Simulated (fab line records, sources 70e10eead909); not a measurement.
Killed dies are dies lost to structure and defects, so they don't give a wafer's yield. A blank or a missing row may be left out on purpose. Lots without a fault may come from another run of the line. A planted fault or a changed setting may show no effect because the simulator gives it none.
Which tool did it? | flow nand_harc | 6 lots, 18 wafers sampled, at 4 steps of a route of 1302

WHAT THE GAUGES READ, wafer by wafer
NHARC_P_GATE_CD_MEAS_91: target cd 2000 nm.
lot  | measured     | on        | cd_nm (nm)
L725 | day 7 01:23  | cd_sem-03 | 2000.1 2001.8 2001.6
L727 | day 7 18:16  | cd_sem-03 | 1999.5 1999.5 1999.6
L731 | day 9 06:49  | cd_sem-02 | 2000.0 1998.2 2001.2
L734 | day 10 21:02 | cd_sem-01 | 2001.0 2000.7 2000.8
L736 | day 12 04:10 | cd_sem-01 | 2018.4 2019.5 2020.3 2018.2 2019.5 2020.1
L744 | day 14 17:07 | cd_sem-02 | 2002.0 1999.3 1999.8

WHICH TOOL RAN EACH LOT (tool, then ch and the chambers of the sampled wafers, then the start)
lot  | NHARC_P_GATE_DESCUM_61             | NHARC_P_GATE_STRIP_112               | NHARC_P_GATE_EXPOSE_88
L725 | rie_diel-07 ch 0,1,3, day 6 23:50  | plasma_asher-02 ch 0,1, day 7 00:12  | krf_scanner-01 ch 0, day 7 01:14
L727 | rie_diel-07 ch 1,2, day 7 16:43    | plasma_asher-01 ch 1, day 7 17:08    | krf_scanner-01 ch 0, day 7 18:07
L731 | rie_diel-03 ch 0,1,2, day 9 05:22  | plasma_asher-02 ch 0, day 9 05:45    | krf_scanner-03 ch 0, day 9 06:40
L734 | rie_diel-07 ch 2,3, day 10 19:29   | plasma_asher-01 ch 0,1, day 10 19:51 | krf_scanner-01 ch 0, day 10 20:53
L736 | rie_diel-07 ch 0,2,3, day 12 02:38 | plasma_asher-01 ch 0,1, day 12 03:04 | krf_scanner-01 ch 0, day 12 04:01
L744 | rie_diel-03 ch 0,1,2, day 14 15:36 | plasma_asher-01 ch 0,1, day 14 15:56 | krf_scanner-01 ch 0, day 14 16:57
- NHARC_P_GATE_DESCUM_61: chemistry O2, time 3 s.
- NHARC_P_GATE_STRIP_112: strips in N2/H2, time 200 s.
- NHARC_P_GATE_EXPOSE_88: exposes mask P HVN, target cd 2000 nm.

THE ANSWER, worked out from the rows above alone
Rule: what is usual is taken from the lots themselves. Put in order of their means at a reading, lots are off if they are a third of the lots or fewer, leave a main group of 4 or more, and stand apart from it by a gap of 3 or more times the standard deviation of the main group's means; of several such gaps the widest counts. A main group whose means are all the same, to the digits that the tables above print for the reading, isn't used. A lot without any number at a reading at which 4 lots or more have one is off too. The other lots that the step has rows for count as sound.
Off: L736, at NHARC_P_GATE_CD_MEAS_91 (cd_nm). The main group: mean 2000.3 nm, standard deviation 0.61.
A tool fits if, at a process step before that reading, it ran every lot that is off, and no sound lot after the first of them. The gauges at NHARC_P_GATE_CD_MEAS_91 are tried like those tools. Can't be told from this: 2 tools fit, rie_diel-07 at NHARC_P_GATE_DESCUM_61, cd_sem-01 at NHARC_P_GATE_CD_MEAS_91.

WHAT THE SIMULATOR HAD PUT IN
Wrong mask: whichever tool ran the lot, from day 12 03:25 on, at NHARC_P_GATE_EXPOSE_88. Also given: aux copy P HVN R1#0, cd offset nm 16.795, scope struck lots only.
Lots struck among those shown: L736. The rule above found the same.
